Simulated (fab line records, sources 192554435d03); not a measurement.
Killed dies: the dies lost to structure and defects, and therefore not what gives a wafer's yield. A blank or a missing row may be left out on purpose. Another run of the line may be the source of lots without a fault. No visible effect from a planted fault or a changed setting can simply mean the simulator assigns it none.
fab line records -- flow n5-finfet
record lots=10, wafers=29, last-day=17
route steps=1938 shown BEOL_M2@919 BEOL_M3@941 BEOL_M4@1111 PASSIVATION@1936
lots untouched by any fault: they come from a run of this same line in which no faults occurred
start-h: hours from the record's first day to the start of the lot's first wafer shown -- wait-h: hours elapsed since this lot's preceding step -- " unchanged from the row above -- L1.1+2: several wafers, shown together as one row -- - no value, or no start was given -- * or withheld: withheld -- < > ~ a bound
route shown NAME@n: a module of which the file shows steps, and the number in the route of the first -- usual: the fault-free wafers' mean and standard deviation -- same: alike in all rows -- chamber/n: place in a boat -- sites: the reading at each site -- _std_site: the values' standard deviation -- _edge_site: inner sites' mean taken away from outer sites' mean -- radius-mm: for every site, how far away it sits from the centre of the wafer -- mask NAME#n: copy n -- behind: tool/chamber where the wafer was last shaped -- hold: why the lot was held/for how many hours/how that ended -- device: transistor that didn't switch, given as n, p or np -- end of line: the tests these same wafers got at the end of their route -- step lacking rows: just its recipe -- killed: dies that structure and defects cost at the first sort, which is not the same as the wafer's yield -- map: a wafer's dies, x killed, . not, _ none there
set.NAME: the run value of the setting; set.NAME@STEP: its run value at that earlier step -- model.NAME: the simulator's own value behind a step, which no gauge read
route steps across a sampled set of lots; one table per step, one row per wafer
services: when a tool's chamber went out of use (start-h, in hours from the record's first day, below 0 if earlier), for how many hours, and the reason
## steps
# step N5_BEOL_M2_ANNEAL_95
# recipe temp-c=400, time-s=240, ambient=vacuum
# usual heater-power-w=819/72
lot.wafer,tool,chamber,start-h,wait-h,heater-power-w
L560.1,pvd-sputter-02,-,153.98,0.0,787
L560.3,pvd-sputter-02,-,153.98,0.0,882
L560.4,pvd-sputter-02,-,153.98,0.0,833
L562.1,pvd-sputter-01,-,170.75,0.0,689
L562.2,pvd-sputter-01,-,170.75,0.0,890
L562.4,pvd-sputter-01,-,170.75,0.0,852
L563.2,pvd-sputter-03,-,173.68,0.0,797
L563.3,pvd-sputter-03,-,173.68,0.0,753
L563.5,pvd-sputter-03,-,173.68,0.0,812
L566.1,pvd-sputter-03,-,194.82,0.0,653
L566.4,pvd-sputter-03,-,194.82,0.0,848
L566.6,pvd-sputter-03,-,194.82,0.0,822
L567.1,pvd-sputter-01,-,197.57,0.0,866
L567.5,pvd-sputter-01,-,197.57,0.0,849
L568.1,pvd-sputter-01,-,201.93,0.0,845
L568.2,pvd-sputter-01,-,201.93,0.0,886
L568.4,pvd-sputter-01,-,201.93,0.0,902
L571.3,pvd-sputter-01,-,221.27,0.0,854
L571.4,pvd-sputter-01,-,221.27,0.0,894
L571.6,pvd-sputter-01,-,221.27,0.0,836
L572.3,pvd-sputter-03,-,224.95,0.0,730
L572.5,pvd-sputter-03,-,224.95,0.0,752
L572.6,pvd-sputter-03,-,224.95,0.0,638
L573.4,pvd-sputter-01,-,236.14,0.0,854
L573.5,pvd-sputter-01,-,236.14,0.0,865
L573.6,pvd-sputter-01,-,236.14,0.0,918
L581.1,pvd-sputter-01,-,282.92,0.0,707
L581.3,pvd-sputter-01,-,282.92,0.0,840
L581.5,pvd-sputter-01,-,282.92,0.0,846
# step N5_BEOL_M2_DEP_57
# recipe material=SiCN, target-thk-a=80, temp-c=withheld, precursor=3MS/NH3, pressure-torr=3, rf-w=202, time-s=14
# usual showerhead-plenum-p-Torr=3.667/0.013, throttle-valve-pct=9.2/0.57
lot.wafer,tool,chamber,start-h,wait-h,showerhead-plenum-p-Torr,throttle-valve-pct
L560.1,pecvd-04,2,155.10,0.0,3.663,9.1
L560.3,pecvd-04,1,155.10,0.0,3.647,9.3
L560.4,pecvd-04,0,155.10,0.0,3.667,9.2
L562.1,pecvd-04,1,171.93,0.0,3.658,9.2
L562.2,pecvd-04,0,171.93,0.0,3.668,9.2
L562.4,pecvd-04,1,171.93,0.0,3.641,9.4
L563.2,pecvd-01,1,175.06,0.0,3.660,9.1
L563.3,pecvd-01,2,175.06,0.0,3.673,9.5
L563.5,pecvd-01,1,175.06,0.0,3.662,9.2
L566.1,pecvd-01,1,196.09,0.0,3.675,9.0
L566.4,pecvd-01,1,196.09,0.0,3.659,9.0
L566.6,pecvd-01,0,196.09,0.0,3.689,10.4
L567.1,pecvd-04,0,198.70,0.0,3.678,8.9
L567.5,pecvd-04,2,198.70,0.0,3.680,9.4
L568.1,pecvd-01,1,203.12,0.0,3.671,9.3
L568.2,pecvd-01,0,203.12,0.0,3.696,10.2
L568.4,pecvd-01,2,203.12,0.0,3.677,9.5
L571.3,pecvd-03,1,222.43,0.0,3.672,8.8
L571.4,pecvd-03,2,222.43,0.0,3.648,8.8
L571.6,pecvd-03,2,222.43,0.0,3.653,8.9
L572.3,pecvd-03,2,226.10,0.0,3.649,8.7
L572.5,pecvd-03,1,226.10,0.0,3.670,8.2
L572.6,pecvd-03,2,226.10,0.0,3.662,8.7
L573.4,pecvd-03,1,237.45,0.0,3.678,8.5
L573.5,pecvd-03,0,237.45,0.0,3.658,10.0
L573.6,pecvd-03,2,237.45,0.0,3.651,8.8
L581.1,pecvd-03,0,284.04,0.0,3.656,10.4
L581.3,pecvd-03,1,284.04,0.0,3.678,8.4
L581.5,pecvd-03,0,284.04,0.0,3.666,10.4
# step N5_BEOL_M2_INSPECT_59
# recipe inspect-instrument=darkfield, mode=post-dep
# usual raw-defect-count=80/26
lot.wafer,tool,chamber,start-h,wait-h,raw-defect-count
L560.1,defect-inspect-02,-,155.19,0.0,106
L560.3,defect-inspect-02,-,155.19,0.0,92
L560.4,defect-inspect-02,-,155.19,0.0,171
L562.1,defect-inspect-01,-,172.03,0.0,101
L562.2,defect-inspect-01,-,172.03,0.0,71
L562.4,defect-inspect-01,-,172.03,0.0,71
L563.2,defect-inspect-01,-,175.16,0.0,78
L563.3,defect-inspect-01,-,175.16,0.0,60
L563.5,defect-inspect-01,-,175.16,0.0,79
L566.1,defect-inspect-01,-,196.18,0.0,110
L566.4,defect-inspect-01,-,196.18,0.0,75
L566.6,defect-inspect-01,-,196.18,0.0,62
L567.1,defect-inspect-01,-,198.80,0.0,35
L567.5,defect-inspect-01,-,198.80,0.0,43
L568.1,defect-inspect-01,-,203.22,0.0,62
L568.2,defect-inspect-01,-,203.22,0.0,77
L568.4,defect-inspect-01,-,203.22,0.0,57
L571.3,defect-inspect-02,-,222.52,0.0,47
L571.4,defect-inspect-02,-,222.52,0.0,58
L571.6,defect-inspect-02,-,222.52,0.0,68
L572.3,defect-inspect-01,-,226.21,0.0,101
L572.5,defect-inspect-01,-,226.21,0.0,63
L572.6,defect-inspect-01,-,226.21,0.0,78
L573.4,defect-inspect-02,-,237.53,0.0,54
L573.5,defect-inspect-02,-,237.53,0.0,81
L573.6,defect-inspect-02,-,237.53,0.0,111
L581.1,defect-inspect-01,-,284.13,0.0,78
L581.3,defect-inspect-01,-,284.13,0.0,59
L581.5,defect-inspect-01,-,284.13,0.0,108
# step N5_BEOL_M3_EXPOSE_08
# recipe mask-id=M3, na=0.33, source-shape=dipole, sigma-inner=0.369, sigma-outer=0.767, polarization=unpolarized, dose-mj=33
# usual exposure-dose-mJ-cm2=32.95/0.043, focus-offset-nm=0.0/0.56
lot.wafer,tool,chamber,start-h,wait-h,mask,exposure-dose-mJ-cm2,focus-offset-nm
L560.1,euv-scanner-01,0,156.15,-,M3#0,32.97,-0.4
L560.3,euv-scanner-01,0,156.15,-,M3#0,32.94,0.1
L560.4,euv-scanner-01,0,156.15,-,M3#0,32.93,0.7
L562.1,euv-scanner-01,0,173.13,-,M3#0,32.98,0.4
L562.2,euv-scanner-01,0,173.13,-,M3#0,32.95,0.0
L562.4,euv-scanner-01,0,173.13,-,M3#0,32.99,0.8
L563.2,euv-scanner-01,0,176.00,-,M3#0,33.03,0.4
L563.3,euv-scanner-01,0,176.00,-,M3#0,32.99,0.2
L563.5,euv-scanner-01,0,176.00,-,M3#0,33.05,0.5
L566.1,euv-scanner-02,0,196.67,-,M3#0,32.96,-0.2
L566.4,euv-scanner-02,0,196.67,-,M3#0,32.96,0.0
L566.6,euv-scanner-02,0,196.67,-,M3#0,32.98,0.6
L567.1,euv-scanner-02,0,199.55,-,M3#0,32.92,0.0
L567.5,euv-scanner-02,0,199.55,-,M3#0,32.93,0.7
L568.1,euv-scanner-02,0,204.92,-,M3#0,32.92,0.0
L568.2,euv-scanner-02,0,204.92,-,M3#0,32.95,0.2
L568.4,euv-scanner-02,0,204.92,-,M3#0,32.93,0.0
L571.3,euv-scanner-02,0,225.39,-,M3#0,28.19,-0.5
L571.4,euv-scanner-02,0,225.39,-,M3#0,28.15,-0.4
L571.6,euv-scanner-02,0,225.39,-,M3#0,28.15,-0.6
L572.3,euv-scanner-02,0,226.96,-,M3#0,29.17,-0.3
L572.5,euv-scanner-02,0,226.96,-,M3#0,29.15,0.5
L572.6,euv-scanner-02,0,226.96,-,M3#0,29.16,-0.2
L573.4,euv-scanner-02,0,238.88,-,M3#0,29.90,0.7
L573.5,euv-scanner-02,0,238.88,-,M3#0,29.93,0.8
L573.6,euv-scanner-02,0,238.88,-,M3#0,29.90,0.4
L581.1,euv-scanner-01,0,284.72,-,M3#0,32.98,-0.6
L581.3,euv-scanner-01,0,284.72,-,M3#0,32.95,0.1
L581.5,euv-scanner-01,0,284.72,-,M3#0,33.01,0.0
# step N5_BEOL_M3_CD_MEAS_11
# recipe target-cd-nm=17.05, landing-energy-ev=500, detector=se-inlens, polarity=opening
# usual cd-nm=16.96/0.24
lot.wafer,tool,chamber,start-h,wait-h,cd-nm
L560.1,cd-sem-01,0,156.27,-,16.74
L560.3,cd-sem-01,0,156.27,-,16.77
L560.4,cd-sem-01,0,156.27,-,16.98
L562.1,cd-sem-01,0,173.26,-,16.84
L562.2,cd-sem-01,0,173.26,-,17.30
L562.4,cd-sem-01,0,173.26,-,16.82
L563.2,cd-sem-01,0,176.12,-,17.11
L563.3,cd-sem-01,0,176.12,-,16.63
L563.5,cd-sem-01,0,176.12,-,16.86
L566.1,cd-sem-01,0,196.79,-,16.76
L566.4,cd-sem-01,0,196.79,-,16.85
L566.6,cd-sem-01,0,196.79,-,16.77
L567.1,cd-sem-03,0,199.68,-,17.32
L567.5,cd-sem-03,0,199.68,-,17.43
L568.1,cd-sem-03,0,205.04,-,16.93
L568.2,cd-sem-03,0,205.04,-,16.86
L568.4,cd-sem-03,0,205.04,-,17.15
L571.3,cd-sem-01,0,225.50,-,13.48
L571.4,cd-sem-01,0,225.50,-,13.48
L571.6,cd-sem-01,0,225.50,-,13.46
L572.3,cd-sem-03,0,227.08,-,14.02
L572.5,cd-sem-03,0,227.08,-,14.42
L572.6,cd-sem-03,0,227.08,-,14.79
L573.4,cd-sem-01,0,238.99,-,15.08
L573.5,cd-sem-01,0,238.99,-,15.08
L573.6,cd-sem-01,0,238.99,-,15.04
L581.1,cd-sem-03,0,284.84,-,16.76
L581.3,cd-sem-03,0,284.84,-,17.03
L581.5,cd-sem-03,0,284.84,-,16.22
# step N5_BEOL_M3_CD_MEAS_18
# recipe pitch-nm=36, target-cd-nm=18
# usual cd-nm=17.9/0.36
lot.wafer,tool,chamber,start-h,wait-h,cd-nm
L560.1,cd-sem-03,-,157.20,0.0,17.7
L560.3,cd-sem-03,-,157.20,0.0,18.0
L560.4,cd-sem-03,-,157.20,0.0,18.4
L562.1,cd-sem-01,-,173.81,0.0,17.7
L562.2,cd-sem-01,-,173.81,0.0,18.2
L562.4,cd-sem-01,-,173.81,0.0,18.5
L563.2,cd-sem-03,-,176.77,0.1,17.3
L563.3,cd-sem-03,-,176.77,0.1,18.0
L563.5,cd-sem-03,-,176.77,0.1,17.6
L566.1,cd-sem-01,-,197.35,0.0,17.5
L566.4,cd-sem-01,-,197.35,0.0,18.3
L566.6,cd-sem-01,-,197.35,0.0,17.9
L567.1,cd-sem-02,-,200.43,0.0,18.2
L567.5,cd-sem-02,-,200.43,0.0,17.9
L568.1,cd-sem-01,-,205.61,0.0,17.8
L568.2,cd-sem-01,-,205.61,0.0,17.6
L568.4,cd-sem-01,-,205.61,0.0,18.0
L571.3,cd-sem-01,-,226.17,0.1,14.9
L571.4,cd-sem-01,-,226.17,0.1,15.0
L571.6,cd-sem-01,-,226.17,0.1,14.8
L572.3,cd-sem-02,-,227.72,0.1,15.2
L572.5,cd-sem-02,-,227.72,0.1,15.2
L572.6,cd-sem-02,-,227.72,0.1,15.3
L573.4,cd-sem-02,-,239.54,0.1,16.3
L573.5,cd-sem-02,-,239.54,0.1,15.9
L573.6,cd-sem-02,-,239.54,0.1,16.1
L581.1,cd-sem-02,-,285.47,0.0,17.7
L581.3,cd-sem-02,-,285.47,0.0,17.7
L581.5,cd-sem-02,-,285.47,0.0,17.5
# step N5_BEOL_M4_RC_MEAS_101
# usual DIBL_N=36.1/1.5, DIBL_P=36.1/1.9, IOFF_N=0.159/0.029, IOFF_P=0.21/0.038, ION_N=675/11, ION_P=464/8.1, SS_N=71.5/0.57, SS_P=73.3/0.64, VT_N=249/3.1, VT_P=-250/3.8
lot.wafer,tool,chamber,start-h,wait-h,DIBL_N[mV/V],DIBL_P[mV/V],IOFF_N[nA/um],IOFF_P[nA/um],ION_N[uA/um],ION_P[uA/um],SS_N[mV/dec],SS_P[mV/dec],VT_N[mV],VT_P[mV]
L560.1,prober-02,0,176.70,0.0,33.6,32.4,0.118,0.18,668,461,71.4,72.6,257,-248
L560.3,prober-02,0,176.70,0.0,35.6,35.8,0.147,0.22,680,471,72.0,73.4,251,-249
L560.4,prober-02,0,176.70,0.0,36.6,36.9,0.173,0.24,691,471,72.1,73.4,248,-249
L562.1,prober-02,0,192.89,0.1,34.6,34.7,0.141,0.19,683,467,70.9,72.6,250,-252
L562.2,prober-02,0,192.89,0.1,36.3,36.2,0.157,0.21,676,466,72.1,73.3,249,-250
L562.4,prober-02,0,192.89,0.1,35.7,35.8,0.162,0.21,677,469,71.3,72.5,249,-249
L563.2,prober-01,0,194.65,0.2,34.6,34.2,0.129,0.18,665,463,71.2,72.7,252,-254
L563.3,prober-01,0,194.65,0.2,37.2,38.0,0.189,0.25,684,471,72.2,74.2,248,-248
L563.5,prober-01,0,194.65,0.2,35.8,36.5,0.154,0.22,676,469,71.4,73.1,248,-250
L566.1,prober-02,0,219.08,0.0,37.8,38.2,0.171,0.24,679,470,72.0,74.1,250,-249
L566.4,prober-02,0,219.08,0.0,37.4,37.0,0.156,0.21,670,456,71.8,73.5,254,-249
L566.6,prober-02,0,219.08,0.0,36.2,36.6,0.140,0.21,657,465,71.6,73.0,249,-250
L567.1,prober-02,0,220.88,0.0,37.8,37.7,0.172,0.25,677,474,71.8,73.7,247,-246
L567.5,prober-02,0,220.88,0.0,36.9,36.1,0.151,0.23,676,466,71.4,73.1,249,-247
L568.1,prober-01,0,221.25,0.0,38.4,39.8,0.223,0.27,690,473,71.5,73.7,245,-246
L568.2,prober-01,0,221.25,0.0,35.0,35.6,0.157,0.22,676,471,71.9,73.3,247,-249
L568.4,prober-01,0,221.25,0.0,34.1,34.0,0.149,0.19,677,467,71.1,72.8,247,-251
L581.1,prober-01,0,321.45,0.0,36.2,36.8,0.181,0.23,684,469,71.1,73.3,247,-247
L581.3,prober-01,0,321.45,0.0,36.6,36.4,0.180,0.23,680,468,70.9,72.5,246,-248
L581.5,prober-01,0,321.45,0.0,34.8,36.0,0.168,0.23,686,473,71.5,73.6,244,-247
# step N5_PASSIVATION_PROBE_49
# usual defect-limited-yield=91.5/1.6, killed_at_M0_to_M3=33/10, killed_at_M4_up=13/5.6, killed-at-contacts=13/6, killed-at-front-end=39/12, killed-at-other=3.0/2.8, killed-dies=101/19, killed-on-rim=13/4, killed-open=65/13, killed-short=32/8.3, sort_bin_5_function=5.0/1, sort_bin_6_memory=3.1/0.69, sort-n-pass=1079/19, sort-yield-pct=91.5/1.6
# same gross-dies=1180, killed-at-back-side=0, sort_bin_4_leakage[%]=0, sort_bin_8_speed[%]=0
lot.wafer,tool,chamber,start-h,wait-h,defect-limited-yield[%],killed_at_M0_to_M3,killed_at_M4_up,killed-at-contacts,killed-at-front-end,killed-at-other,killed-dies,killed-on-rim,killed-open,killed-short,sort_bin_5_function[%],sort_bin_6_memory[%],sort-n-pass,sort-yield-pct[%]
L567.1,prober-02,-,323.61,0.0,91.0,49,19,11,24,3,106,18,71,34,5.8,3.0,1074,91.0
L567.5,prober-02,-,323.81,0.2,88.6,43,12,35,44,0,134,15,83,49,7.3,4.0,1046,88.6
L571.3,prober-02,-,353.86,0.1,0,1120,9,4,47,0,1180,152,51,24,4.1,2.3,0,0
L571.4,prober-02,-,353.91,0.2,0,1105,2,18,52,3,1180,152,71,33,5.3,3.3,0,0
L571.6,prober-02,-,354.01,0.3,0,1131,5,7,35,2,1180,152,42,38,3.8,2.6,0,0
L572.3,prober-01,-,355.55,0.1,0,1109,16,18,37,0,1180,152,70,28,5.0,3.1,0,0
L572.5,prober-01,-,355.65,0.2,0,1126,14,12,28,0,1180,152,52,34,3.8,3.2,0,0
L572.6,prober-01,-,355.70,0.3,0,1122,10,16,30,2,1180,152,58,26,5.1,1.9,0,0
# killed by level:class
L567.1 BEOL_M3:geometric-particle:open=11 MOL_CONTACT_COAG:geometric-particle:open=10 FIN_SAQP:geometric-particle:open=9 BEOL_M0_SAQP:geometric-particle:short=9 BEOL_M4:geometric-particle:open=8 BEOL_M0:geometric-particle:open=7 BEOL_M2:geometric-particle:open=6 FIN_SAQP:geometric-particle:short=5
L567.5 MOL_CONTACT_COAG:geometric-particle:open=25 BEOL_M0_SAQP:geometric-particle:short=14 BEOL_M0_SAQP:geometric-particle:open=13 FIN_SAQP:geometric-particle:open=11 FIN_SAQP:geometric-particle:short=11 MOL_CONTACT_COAG:geometric-particle:short=9 STARTING-WAFER:geometric-particle:open=6 BEOL_M0:geometric-particle:open=5
L571.3 BEOL_M3:area-expose=1104 FIN_SAQP:geometric-particle:open=10 FIN_SAQP:geometric-particle:short=8 STI_FIN_REVEAL:geometric-particle:open=7 BEOL_M4:geometric-particle:open=7 GATE_CUT:geometric-particle:short=6 BEOL_M1:geometric-particle:open=5 BEOL_M2:geometric-particle:open=5
L571.4 BEOL_M3:area-expose=1074 FIN_SAQP:geometric-particle:open=19 MOL_CONTACT_COAG:geometric-particle:open=16 FIN_SAQP:geometric-particle:short=10 BEOL_M0_SAQP:geometric-particle:open=7 BEOL_M3:geometric-particle:open=6 DUMMY_GATE:geometric-particle:open=5 BEOL_M3:geometric-particle:short=5
L571.6 BEOL_M3:area-expose=1099 FIN_SAQP:geometric-particle:short=8 MOL_CONTACT_COAG:geometric-particle:open=6 BEOL_M2:geometric-particle:open=6 BEOL_M3:geometric-particle:open=6 STARTING-WAFER:geometric-particle:short=6 GATE_CUT:geometric-particle:short=5 BEOL_M0_SAQP:geometric-particle:short=5
L572.3 BEOL_M3:area-expose=1082 FIN_SAQP:geometric-particle:open=17 MOL_CONTACT_COAG:geometric-particle:open=11 BEOL_M0_SAQP:geometric-particle:short=8 BEOL_M3:geometric-particle:open=8 MOL_CONTACT_COAG:geometric-particle:short=7 STI_FIN_REVEAL:geometric-particle:open=5 BEOL_M0_SAQP:geometric-particle:open=5
L572.5 BEOL_M3:area-expose=1093 BEOL_M3:geometric-particle:open=12 MOL_CONTACT_COAG:geometric-particle:open=9 BEOL_M0_SAQP:geometric-particle:short=8 BEOL_M4:geometric-particle:open=6 FIN_SAQP:geometric-particle:open=4 FIN_SAQP:geometric-particle:short=4 BEOL_M1:geometric-particle:open=4
L572.6 BEOL_M3:area-expose=1094 MOL_CONTACT_COAG:geometric-particle:open=13 BEOL_M0_SAQP:geometric-particle:open=7 DUMMY_GATE:geometric-particle:open=6 BEOL_M0_SAQP:geometric-particle:short=6 FIN_SAQP:geometric-particle:short=4 FIN_SAQP:geometric-particle:open=4 BEOL_M1:geometric-particle:open=4
## services
tool,chamber,start-h,hours,kind
pecvd-04,-,131.26,6.0,pm
euv-scanner-01,-,144.57,1.2,repair
euv-scanner-01,-,153.09,1.0,pm
euv-scanner-02,-,181.43,1.0,pm
euv-scanner-02,-,185.99,1.1,repair
euv-scanner-01,0,195.21,-,calibration
euv-scanner-01,-,209.24,1.0,pm
pecvd-01,2,217.11,6.5,repair
pecvd-03,0,218.77,14.6,repair
euv-scanner-01,-,225.28,4.6,pm
euv-scanner-01,-,231.23,1.8,repair
pecvd-03,-,232.87,3.7,repair
euv-scanner-01,-,233.45,2.0,repair
euv-scanner-02,-,236.51,0.1,repair
euv-scanner-02,-,237.58,1.0,pm
euv-scanner-02,-,247.72,4.6,pm
pecvd-01,-,252.22,2.3,repair
euv-scanner-02,0,254.51,-,calibration
euv-scanner-02,-,256.36,0.5,repair
euv-scanner-01,-,265.39,1.0,pm
pecvd-04,0,271.90,10.6,repair
## key
first-sign step=N5_BEOL_M3_EXPOSE_08, reading=exposure-dose-mJ-cm2, direction=down, sigmas=90, usual=32.95, struck=29.08
effect step=N5_BEOL_M3_CD_MEAS_11, reading=cd-nm, direction=down, sigmas=11, usual=16.96, struck=14.32, through=control-loop
effect step=N5_BEOL_M3_CD_MEAS_18, reading=cd-nm, direction=down, sigmas=7, usual=17.9, struck=15.4, through=control-loop
effect step=N5_PASSIVATION_PROBE_49, reading=killed_at_M0_to_M3, direction=up, sigmas=99+, usual=33, struck=1119
more-kills-born-at N5_BEOL_M3_EXPOSE_08@euv-scanner-02=6546
met-at N5_BEOL_M3_EXPOSE_08
struck-lots L571,L572,L573
rows-end L573.4,L573.5,L573.6
later-rows-left-out L571.3,L571.4,L571.6,L572.3,L572.5,L572.6
loop-trim step=N5_BEOL_M3_EXPOSE_08, setting=dose, lots=L572,L573
not-acting-at N5_BEOL_M2_ANNEAL_95,N5_BEOL_M2_DEP_57,N5_BEOL_M2_INSPECT_59
onset-between 204.92 225.39
fault kind=process-parameter-drift, tool=euv-scanner-02, chamber=-, onset-h=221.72, steps=N5_BEOL_M3_EXPOSE_08, channel=dose-mj, offset=-4.7163, shape=step, acts-in=these-recipes-only, stated=33
# later-rows-left-out: the simulator's readings of these wafers behind a module that went badly wrong aren't trusted and aren't shown, but for the sort
# rows-end: these wafers met a further fault down the route, and their rows from its step on are left out
# loop-trim: a control loop set the setting to another value than it would have without faults
